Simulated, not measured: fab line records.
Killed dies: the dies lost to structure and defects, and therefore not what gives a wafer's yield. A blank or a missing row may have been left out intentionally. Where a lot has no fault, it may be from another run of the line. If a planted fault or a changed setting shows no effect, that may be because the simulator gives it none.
Comparing a struck lot with a sound one	flow n5-finfet	14 steps out of a route of 1938
Sound: wafers L593.1, L593.5, L593.6. Wafers struck: L600.2, L600.3, L600.5. The cause is given at the end.
At each step with rows: each side's tool, then ch and its chambers, then its first start. Under that, the readings that differ: sound wafers	struck wafers	difference of the means	sigmas: that difference in standard deviations of wafers without a fault.
alike: readings whose means differ by less than 2 such deviations, and words and numbers that are the same on both sides. not compared: withheld readings, readings that some wafer has no value for, bounds like >300 that may hide the same value, and numbers for which the record gives no deviation and whose values overlap.
The two part at a step that has a row with sigmas, a row that says differs or no value, or rows on one side only. Non-overlapping numbers with no deviation appear without sigmas and do not part them. A reading missing from all wafers of one side parts the sides only when that side holds two or more wafers.

first, 9 steps without rows for these wafers: N5_SDB_SOFTBAKE_06 (time 60 s); N5_SDB_EXPOSE_08 (exposes mask SDB); N5_SDB_PEB_09 (peb time 60 s); N5_SDB_DEVELOP_10 (develop time 30 s); N5_SDB_DESCUM_16 (chemistry O2, time 7.9 s); N5_SDB_ETCH_17 (etches SiARC in CF4, target depth 23.4 nm, time 39 s); N5_SDB_ETCH_18 (etches SOC in N2/H2, target depth 100 nm, overetch 20 nm, time 150 s); N5_SDB_STRIP_19 (strips in N2/H2); N5_SDB_STRIP_21 (strips in CF4).
N5_SDB_HM_OPEN_20: chemistry CH3F/O2, target SiNx, stops on poly-Si, target depth 24 nm.
  sound on rie-diel-02 ch 0,3, day 4 04:11; struck on rie-diel-01 ch 0,3, day 5 21:18
  no value came back on the struck wafers for any of 8 readings (CH3F_flow_sccm (sccm), O2_flow_sccm (sccm) and others); on the sound wafers CH3F_flow_sccm (sccm) reads 30.05 30.05 30.10
reading	sound	struck	difference	sigmas
model.SOC_of_SDB_COAT_03.thk-nm (nm)	84 84 84.2	100 100 100.2	+16	
  not compared: rf-hours-counter-h
N5_SDB_STRIP_22: strips in N2/H2.
  sound on plasma-asher-02 ch 0,1, day 4 04:16; struck on plasma-asher-02 ch 0, day 5 21:23
reading	sound	struck	difference	sigmas
oes-product-au (a.u.)	0.709 0.715 0.717	0.734 0.722 0.731	+0.015	+3
strip-time-to-endpoint-s (s)	96.3 96.1 96.3	111.9 112.0 112.0	+15.7	+45
  alike: drypump-motor-current-A, heater-power-w, n2-flow-sccm
  not compared: rf-hours-counter-h
then, 1 step without rows for these wafers: N5_SDB_PRECLEAN_23 (cleans in dHF, time 30 s).
N5_BEOL_M4_RC_MEAS_101:
  the record has rows for the sound wafers here (prober-01 ch 0, day 8 06:11) and none for the struck ones
-- the record jumps here: 8 days lie between the struck wafers' starts before and after (it left off in module BEOL_M4 and takes up again in module PASSIVATION, whose first step shown is number 1936 of the route) --
N5_PASSIVATION_PROBE_49:
  rows exist in the record for the struck wafers here (prober-02, day 14 03:46), but not for the sound ones

== WHERE THEY PART ==
Last at N5_PASSIVATION_PROBE_49 as far as this record goes, first at N5_SDB_HM_OPEN_20.

WHY: what had been put in by the simulator
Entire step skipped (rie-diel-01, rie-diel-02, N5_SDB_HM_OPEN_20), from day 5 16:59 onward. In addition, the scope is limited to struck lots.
